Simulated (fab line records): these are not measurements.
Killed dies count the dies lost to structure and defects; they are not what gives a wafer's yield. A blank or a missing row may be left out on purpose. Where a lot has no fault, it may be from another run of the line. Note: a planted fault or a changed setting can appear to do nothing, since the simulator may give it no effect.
Chamber matching    flow n5_finfet    N5_BEOL_M8_CURE_75 on uv_cure-03: 3 sister chambers
The step cures SiCOH lowk, time 120 s. 3 wafers are shown with their chamber, then 8 later ones without.

WAFERS, EACH WITH ITS CHAMBER
wafer   chamber  wafer_temp_C_max
L086.5  0        372.7
L092.6  2        370.7
L093.2  1        371.0

WAFERS WHOSE CHAMBER IS MISSING
wafer   wafer_temp_C_max
L093.4  371.1
L093.5  371.7
L094.2  370.9
L094.4  370.8
L094.6  370.5
L096.2  371.6
L096.4  371.2
L096.6  371.3

THE CHAMBER EACH PASSED THROUGH
wafer   from the rows above           in truth
L093.4  can't be placed: 1 or 2       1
L093.5  can't be placed: 1 or 0 or 2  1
L094.2  can't be placed: 1 or 2       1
L094.4  can't be placed: 2 or 1       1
L094.6  can't be placed: 2 or 1       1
L096.2  can't be placed: 1 or 2 or 0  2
L096.4  can't be placed: 1 or 2       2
L096.6  can't be placed: 1 or 2       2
Placed correctly: 0 of 8. These rows do not allow placing 8 (true chamber among the candidates in 8). Wrongly placed: 0.
How it was worked out, from the rows above alone: a wafer's distance from a chamber is the root of the sum, over the readings, of the square of ((its reading less the chamber's mean) divided by the reading's scatter). The wafer belongs to the nearest chamber; if the next one is less than 2 further off, it can't be placed. A chamber's mean is the mean of its shown wafers. The scatter: with one shown wafer a chamber, the root of the mean of the squares of how far each hidden wafer lies from its nearest shown one.
